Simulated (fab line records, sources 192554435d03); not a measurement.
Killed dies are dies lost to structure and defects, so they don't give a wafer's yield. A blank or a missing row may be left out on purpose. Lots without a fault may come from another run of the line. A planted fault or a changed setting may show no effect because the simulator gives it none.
Chamber matching | flow n5_finfet | N5_MIM_BOT_LITHO_DESCUM_10 on rie_diel-05: 4 sister chambers
The step chemistry O2, time 7.9 s. 4 wafers are shown with their chamber, then 8 later ones without.

WAFERS WITH THEIR CHAMBER
wafer  | chamber | drypump_motor_current_A (A)
L091.3 | 2       | 5.7
L091.4 | 0       | 5.7
L091.6 | 3       | 6.7
L090.2 | 1       | 6.2

WAFERS WITHOUT THEIR CHAMBER
wafer  | drypump_motor_current_A (A)
L090.3 | 5.8
L090.6 | 6.2
L092.3 | 5.7
L092.5 | 6.2
L092.6 | 5.7
L097.2 | 5.7
L097.3 | 5.7
L097.6 | 5.7

WHICH CHAMBER EACH WENT THROUGH
wafer  | from the rows above     | in truth
L090.3 | can't be placed: 0 or 2 | 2
L090.6 | 1                       | 1
L092.3 | can't be placed: 0 or 2 | 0
L092.5 | 1                       | 1
L092.6 | can't be placed: 0 or 2 | 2
L097.2 | can't be placed: 0 or 2 | 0
L097.3 | can't be placed: 0 or 2 | 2
L097.6 | can't be placed: 0 or 2 | 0
Placed correctly: 2 of 8. Can't be placed from these rows: 6 (the true chamber is among the candidates in 6). Placed wrongly: 0.
How it was worked out, from the rows above alone: a wafer's distance from a chamber is the root of the sum, over the readings, of the square of ((its reading less the chamber's mean) divided by the reading's scatter). The wafer belongs to the nearest chamber; if the next one is less than 2 further off, it can't be placed. A chamber's mean is the mean of its shown wafers. The scatter: with one shown wafer a chamber, the root of the mean of the squares of how far each hidden wafer lies from its nearest shown one.
